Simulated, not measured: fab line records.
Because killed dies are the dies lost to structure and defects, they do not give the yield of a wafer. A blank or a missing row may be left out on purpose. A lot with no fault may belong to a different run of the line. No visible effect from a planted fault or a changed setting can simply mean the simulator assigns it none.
Chamber matching -- flow n5_finfet -- N5_DUMMY_REMOVAL_HM_STRIP_01 on rie_diel-03: 4 sister chambers
The step strips SiNx in CH3F/O2, stops on poly-Si, target depth 4 nm, time 6.8 s. 4 wafers are shown with their chamber, then 9 later ones without.

## WAFERS WITH THEIR CHAMBER
wafer,chamber,drypump_motor_current_A (A)
L078.2,0,5.9
L083.1,3,6.5
L083.4,2,5.3
L083.5,1,5.0

## WAFERS WHOSE CHAMBER IS MISSING
wafer,drypump_motor_current_A (A)
L089.1,5.3
L089.2,5.9
L089.3,5.0
L092.1,5.0
L092.2,6.4
L092.4,6.5
L093.2,6.4
L093.3,5.3
L093.4,5.0

## WHICH CHAMBER EACH ONE RAN IN
wafer,from the rows above,in truth
L089.1,2,2
L089.2,0,0
L089.3,1,1
L092.1,1,1
L092.2,3,3
L092.4,3,3
L093.2,3,3
L093.3,2,2
L093.4,1,1
Placed correctly: 9 of 9. Not placeable from these rows: 0. Number placed wrongly: 0.
How it was worked out, from the rows above alone: a wafer's distance from a chamber is the root of the sum, over the readings, of the square of ((its reading less the chamber's mean) divided by the reading's scatter). If the next closest chamber is less than 2 further off than the closest, the wafer can't be placed; otherwise it belongs to the closest. Each chamber's mean is taken over the wafers shown for it. The scatter: root of mean squared gap, hidden wafer to nearest shown wafer, with one shown wafer a chamber.
